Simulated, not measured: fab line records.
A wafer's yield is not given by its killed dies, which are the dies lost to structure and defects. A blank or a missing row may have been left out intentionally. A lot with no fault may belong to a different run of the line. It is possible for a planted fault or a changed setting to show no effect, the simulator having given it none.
fab line records	flow n5_finfet
record lots=11	wafers=33	last_day=19
route steps=1938 shown BEOL_M9@1468 BEOL_M10@1490
lots with no fault: from the same line, run without faults
start_h: hours from the record's first day to the start of the lot's first wafer shown	wait_h: hours since the lot's step before	" the same as in the row above	L1.1+2: a single row standing in for several wafers	- either no value or no given start	* or withheld: withheld	< > ~ a bound
route shown NAME@n: NAME is a module with steps in the file, n the number in the route of the first one	usual: the fault-free wafers' mean and standard deviation	same: alike in all rows	chamber/n: place in a boat	sites: the reading at each site	_std_site: their standard deviation	_edge_site: the outer-site mean with the inner-site mean subtracted	radius_mm: how far each site lies from the wafer's centre	mask NAME#n: copy n	behind: the last tool/chamber to shape the wafer	hold: why the lot was held/for how many hours/how that ended	device: the transistor (n, p or np) that didn't switch	end of line: the tests these same wafers got at the end of their route	for a step that has no rows: nothing shown but its recipe	killed: at the first sort, the dies lost to defects and structure; wafer yield is something else	map: a wafer's dies, marking killed ones x, the rest . and places with no die _
set.NAME: the setting as run; set.NAME@STEP: as run at that earlier step	model.NAME: the simulator's own value behind a step, which no gauge read
one table for each step of the route and one row for each wafer, over a sample of lots
services: from which hour (start_h, from the record's first day; less than 0 if before it) a tool's chamber was out of use, for how many hours, and why
## steps
# step N5_BEOL_M9_RS_MEAS_57
# recipe thk_meas_gauge=four-point-probe	reads=Cu_of_BEOL_M9_ECD_50+Co_of_BEOL_M9_CVD_78+TaN_of_BEOL_M9_ALD_74
# usual M9_RS=0.152/0.0033
lot.wafer	tool	chamber	start_h	wait_h	M9_RS[ohm/sq]
L439.2	film_metro-01	-	208.83	0.1	0.148
L439.3	"	-	"	"	0.147
L439.5	"	-	"	"	0.148
L440.3	film_metro-02	-	219.08	0.1	0.150
L440.5	"	-	"	"	0.151
L440.6	"	-	"	"	0.149
L442.2	film_metro-02	-	234.18	0.1	0.150
L442.4	"	-	"	"	0.146
L442.5	"	-	"	"	0.147
L448.1	film_metro-01	-	284.64	0.1	0.153
L448.3	"	-	"	"	0.148
L448.6	"	-	"	"	0.152
L450.3	film_metro-02	-	310.37	0.1	0.153
L450.4	"	-	"	"	0.152
L450.6	"	-	"	"	0.152
L452.3	film_metro-02	-	310.71	0.1	0.154
L452.5	"	-	"	"	0.146
L452.6	"	-	"	"	0.150
L451.1	film_metro-01	-	311.64	0.1	0.152
L451.2	"	-	"	"	0.156
L451.6	"	-	"	"	0.156
L455.1	film_metro-01	-	317.35	0.1	0.157
L455.2	"	-	"	"	0.156
L455.4	"	-	"	"	0.153
L458.1	film_metro-01	-	339.64	0.1	0.154
L458.3	"	-	"	"	0.156
L458.6	"	-	"	"	0.155
L460.1	film_metro-01	-	346.63	0.1	0.158
L460.2	"	-	"	"	0.155
L460.5	"	-	"	"	0.155
L462.2	film_metro-01	-	378.51	0.1	0.149
L462.5	"	-	"	"	0.154
L462.6	"	-	"	"	0.151
# step N5_BEOL_M10_STRIP_67
# recipe chemistry=CF4	resist=SiARC	power_w=300	bias_power_w=75	pressure_mtorr=50	cf4_flow_sccm=150	rf_frequency_hz=6e+07
# usual drypump_motor_current_A=5.7/0.34	oes_product_au=0.81/0.08	rf_vpp_V=270.7/1.3	showerhead_plenum_p_Torr=1.77/0.045	throttle_valve_pct=13.44/0.15
lot.wafer	tool	chamber	start_h	wait_h	drypump_motor_current_A	oes_product_au	rf_hours_counter_h	rf_vpp_V	showerhead_plenum_p_Torr	throttle_valve_pct
L439.2	rie_diel-01	2	210.73	0.0	5.7	0.84	66	270.0	1.75	13.16
L439.3	"	3	"	"	6.4	0.92	22	271.5	1.76	13.26
L439.5	"	0	"	"	5.2	0.94	-	271.2	1.76	13.35
L440.3	rie_diel-06	1	222.37	0.0	5.6	0.73	185	270.6	1.78	13.55
L440.5	"	1	"	"	5.6	0.73	-	271.7	1.78	13.58
L440.6	"	0	"	"	5.3	0.82	-	273.3	1.88	13.41
L442.2	rie_diel-06	2	235.74	0.0	5.7	0.88	36	270.7	1.75	13.34
L442.4	"	3	"	"	6.1	0.68	248	269.2	1.70	13.79
L442.5	"	2	"	"	5.7	0.88	-	269.4	1.75	13.36
L448.1	rie_diel-02	1	287.53	0.0	5.8	0.84	58	268.8	1.75	13.35
L448.3	"	3	"	"	5.2	0.70	227	272.2	1.83	13.58
L448.6	"	3	"	"	5.2	0.70	-	271.0	1.83	13.59
L450.3	rie_diel-01	2	313.20	0.0	5.8	0.80	101	267.3	1.74	13.23
L450.4	"	0	"	"	5.2	0.88	45	269.0	1.75	13.41
L450.6	"	3	"	"	6.4	0.87	-	271.6	1.75	13.34
L452.3	rie_diel-02	1	313.65	0.0	5.8	0.83	66	271.4	1.75	13.39
L452.5	"	2	"	"	5.6	0.82	-	269.9	1.74	13.36
L452.6	"	1	"	"	5.8	0.82	-	270.0	1.75	13.39
L451.1	rie_diel-01	0	313.73	0.0	5.2	0.88	45	271.0	1.75	13.41
L451.2	"	1	"	"	5.5	0.91	16	271.7	1.76	13.58
L451.6	"	1	"	"	5.5	0.91	-	269.3	1.76	13.59
L455.1	rie_diel-01	3	318.98	0.0	6.4	0.86	59	269.3	1.75	13.32
L455.2	"	1	"	"	5.5	0.91	19	270.5	1.76	13.59
L455.4	"	2	"	"	5.8	0.81	103	269.1	1.74	13.25
L458.1	rie_diel-01	3	342.64	0.0	6.4	0.85	68	269.5	1.74	13.35
L458.3	"	1	"	"	5.5	0.89	27	269.2	1.76	13.61
L458.6	"	2	"	"	5.7	0.79	-	270.6	1.73	13.26
L460.1	rie_diel-02	2	350.22	0.0	5.6	0.80	99	269.6	1.74	13.39
L460.2	"	1	"	"	5.8	0.81	80	270.3	1.75	13.40
L460.5	"	1	"	"	5.9	0.81	-	271.6	1.75	13.41
L462.2	rie_diel-02	1	383.72	0.0	5.8	0.79	93	269.7	1.74	13.46
L462.5	"	1	"	"	5.8	0.80	-	270.4	1.74	13.43
L462.6	"	0	"	"	5.8	0.67	-	272.9	1.83	13.56
# step N5_BEOL_M10_EXPOSE_25
# recipe mask_id=V9	na=1.35	source_shape=annular	sigma_inner=0.5	sigma_outer=0.8	polarization=unpolarized	dose_mj=85.5
# usual focus_offset_nm=0.0/0.52
lot.wafer	tool	chamber	start_h	wait_h	mask	focus_offset_nm
L439.2	arfi_scanner-01	0	212.56	-	V9#0	0.8
L439.3	"	0	"	"	V9#0	0.2
L439.5	"	0	"	"	V9#0	0.5
L440.3	arfi_scanner-02	0	222.88	-	V9#0	-0.7
L440.5	"	0	"	"	V9#0	0.2
L440.6	"	0	"	"	V9#0	0.6
L442.2	arfi_scanner-02	0	240.66	-	V9#0	-0.8
L442.4	"	0	"	"	V9#0	-0.4
L442.5	"	0	"	"	V9#0	-0.4
L448.1	arfi_scanner-02	0	288.03	-	V9#0	-1.1
L448.3	"	0	"	"	V9#0	0.4
L448.6	"	0	"	"	V9#0	-1.0
L452.3	arfi_scanner-01	0	314.76	-	V9#0	0.3
L452.5	"	0	"	"	V9#0	0.1
L452.6	"	0	"	"	V9#0	0.9
L450.3	arfi_scanner-02	0	314.93	-	V9#0	0.1
L450.4	"	0	"	"	V9#0	-0.1
L450.6	"	0	"	"	V9#0	-0.1
L451.1	arfi_scanner-03	0	315.08	-	V9#0	-0.2
L451.2	"	0	"	"	V9#0	-0.1
L451.6	"	0	"	"	V9#0	0.8
L455.1	arfi_scanner-03	0	319.72	-	V9#0	0.1
L455.2	"	0	"	"	V9#0	0.9
L455.4	"	0	"	"	V9#0	0.2
L458.1	arfi_scanner-01	0	344.50	-	V9#0	-0.5
L458.3	"	0	"	"	V9#0	-0.6
L458.6	"	0	"	"	V9#0	-0.4
L460.1	arfi_scanner-01	0	351.09	-	V9#0	0.1
L460.2	"	0	"	"	V9#0	0.0
L460.5	"	0	"	"	V9#0	-0.3
L462.2	arfi_scanner-03	0	384.24	-	V9#0	-0.9
L462.5	"	0	"	"	V9#0	-0.7
L462.6	"	0	"	"	V9#0	-0.5
# step N5_BEOL_M10_CD_MEAS_28
# recipe target_cd_nm=70	landing_energy_ev=500	detector=se_inlens	polarity=opening
# usual cd_nm=69.9/0.75
lot.wafer	tool	chamber	start_h	wait_h	cd_nm
L439.2	cd_sem-02	0	212.68	-	70.8
L439.3	"	0	"	"	69.7
L439.5	"	0	"	"	71.0
L440.3	cd_sem-02	0	223.00	-	71.4
L440.5	"	0	"	"	70.7
L440.6	"	0	"	"	70.6
L442.2	cd_sem-02	0	240.79	-	70.4
L442.4	"	0	"	"	70.4
L442.5	"	0	"	"	69.8
L448.1	cd_sem-03	0	288.16	-	69.7
L448.3	"	0	"	"	69.3
L448.6	"	0	"	"	70.5
L452.3	cd_sem-01	0	314.88	-	69.8
L452.5	"	0	"	"	71.0
L452.6	"	0	"	"	70.0
L450.3	cd_sem-02	0	315.05	-	68.4
L450.4	"	0	"	"	68.4
L450.6	"	0	"	"	69.0
L451.1	cd_sem-02	0	315.21	-	68.6
L451.2	"	0	"	"	69.2
L451.6	"	0	"	"	69.0
L455.1	cd_sem-03	0	319.85	-	69.6
L455.2	"	0	"	"	68.8
L455.4	"	0	"	"	70.3
L458.1	cd_sem-01	0	344.64	-	70.2
L458.3	"	0	"	"	70.4
L458.6	"	0	"	"	70.5
L460.1	cd_sem-03	0	351.22	-	71.6
L460.2	"	0	"	"	70.3
L460.5	"	0	"	"	71.5
L462.2	cd_sem-01	0	384.37	-	70.0
L462.5	"	0	"	"	70.0
L462.6	"	0	"	"	68.5
# step N5_BEOL_M10_OVL_MEAS_29
# recipe points_per_wafer=44
# usual V9_OVL=0.7/0.76
lot.wafer	tool	chamber	start_h	wait_h	V9_OVL[nm]
L439.2	overlay-01	0	212.71	0.0	0.4
L439.3	"	0	"	"	1.5
L439.5	"	0	"	"	1.0
L440.3	overlay-01	0	223.03	0.0	1.2
L440.5	"	0	"	"	0.0
L440.6	"	0	"	"	0.9
L442.2	overlay-02	0	240.82	0.0	0.1
L442.4	"	0	"	"	-0.1
L442.5	"	0	"	"	0.5
L448.1	overlay-01	0	288.19	0.0	7.8
L448.3	"	0	"	"	8.0
L448.6	"	0	"	"	8.1
L452.3	overlay-02	0	314.91	0.0	1.0
L452.5	"	0	"	"	1.2
L452.6	"	0	"	"	1.1
L450.3	overlay-02	0	315.08	0.0	7.7
L450.4	"	0	"	"	6.7
L450.6	"	0	"	"	7.7
L451.1	overlay-01	0	315.24	0.0	0.7
L451.2	"	0	"	"	0.4
L451.6	"	0	"	"	1.5
L455.1	overlay-02	0	319.88	0.0	1.6
L455.2	"	0	"	"	2.0
L455.4	"	0	"	"	1.1
L458.1	overlay-02	0	344.67	0.0	1.8
L458.3	"	0	"	"	1.0
L458.6	"	0	"	"	1.2
L460.1	overlay-01	0	351.25	0.0	0.9
L460.2	"	0	"	"	1.2
L460.5	"	0	"	"	1.4
L462.2	overlay-01	0	384.40	0.0	0.3
L462.5	"	0	"	"	0.7
L462.6	"	0	"	"	1.6
## services
tool	chamber	start_h	hours	kind
arfi_scanner-01	-	187.90	0.2	repair
arfi_scanner-01	-	197.31	1.3	pm
arfi_scanner-02	-	204.40	1.7	repair
rie_diel-02	0	212.15	22.1	repair
arfi_scanner-03	-	225.42	0.8	pm
arfi_scanner-02	-	245.81	0.8	pm
arfi_scanner-02	-	262.93	0.8	repair
arfi_scanner-02	-	276.74	1.0	pm
rie_diel-02	2	281.00	6.7	repair
arfi_scanner-01	-	281.47	0.8	pm
arfi_scanner-01	-	287.86	1.5	pm
arfi_scanner-02	-	290.35	1.3	pm
arfi_scanner-01	-	293.31	0.5	repair
arfi_scanner-01	-	293.82	1.0	pm
arfi_scanner-01	-	295.97	4.9	pm
arfi_scanner-02	-	300.63	8.5	repair
arfi_scanner-01	-	301.32	6.9	repair
rie_diel-01	2	307.95	1.8	repair
arfi_scanner-01	-	322.81	1.3	pm
arfi_scanner-01	-	341.45	0.8	pm
arfi_scanner-02	-	342.95	6.6	repair
arfi_scanner-02	-	349.57	1.0	pm
arfi_scanner-01	-	357.62	1.0	pm
rie_diel-01	1	371.83	1.8	repair
## key
first_sign step=N5_BEOL_M10_OVL_MEAS_29	reading=V9_OVL	direction=up	sigmas=9.2	usual=0.7	struck=7.7
effect none on later readings
met_at N5_BEOL_M10_EXPOSE_25
struck_lots L448,L450
not_acting_at N5_BEOL_M9_RS_MEAS_57,N5_BEOL_M10_STRIP_67,N5_BEOL_M10_CD_MEAS_28
onset_between 240.66 288.03
fault kind=scanner_matching_overlay	tool=arfi_scanner-02	chamber=-	onset_h=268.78	steps=N5_BEOL_M10_EXPOSE_25	offset=7.8149
